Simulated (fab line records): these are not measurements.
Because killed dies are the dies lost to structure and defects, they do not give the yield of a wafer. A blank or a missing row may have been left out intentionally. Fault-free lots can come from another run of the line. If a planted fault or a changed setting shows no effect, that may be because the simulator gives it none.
Matching of chambers | flow n5_finfet | N5_BEOL_M4_DEP_57 on pecvd-03: 3 sister chambers
The step deposits SiCN from 3MS/NH3, target thk 8 nm, time 14 s. 6 wafers are shown with their chamber, then 7 later ones without.

## WAFERS, EACH WITH ITS CHAMBER
wafer  | chamber | throttle_valve_pct (%) | showerhead_plenum_p_Torr (Torr)
L074.4 | 2       | 8.7                    | 3.647
L083.5 | 1       | 10.1                   | 3.655
L089.3 | 1       | 9.8                    | 3.652
L089.6 | 0       | 9.9                    | 3.654
L092.1 | 0       | 10.0                   | 3.650
L092.2 | 2       | 7.9                    | 3.644

## WAFERS WHOSE CHAMBER IS MISSING
wafer  | throttle_valve_pct (%) | showerhead_plenum_p_Torr (Torr)
L092.3 | 9.6                    | 3.661
L091.1 | 7.8                    | 3.653
L091.4 | 7.8                    | 3.648
L091.5 | 10.2                   | 3.646
L097.2 | 9.9                    | 3.646
L097.4 | 10.2                   | 3.642
L097.5 | 7.9                    | 3.651

## CHAMBER TAKEN BY EACH
wafer  | from the rows above          | in truth
L092.3 | can't be placed: 1 or 0      | 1
L091.1 | 2                            | 2
L091.4 | 2                            | 2
L091.5 | can't be placed: 0 or 1      | 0
L097.2 | can't be placed: 0 or 1      | 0
L097.4 | can't be placed: 0 or 1 or 2 | 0
L097.5 | 2                            | 2
Correct placement for 3 of the 7. Unplaceable from these rows: 4, with the true chamber sitting among the candidates in 4. 0 placed wrongly.
How it was worked out, from the rows above alone: a wafer's distance from a chamber is the root of the sum, over the readings, of the square of ((its reading less the chamber's mean) divided by the reading's scatter). The wafer belongs to the nearest chamber; if the next one is less than 2 further off, it can't be placed. A chamber's mean is the mean of its shown wafers. The scatter is the square root of a quotient: the sum, over the shown wafers, of each reading's squared deviation from its chamber's mean, divided by wafers minus chambers.
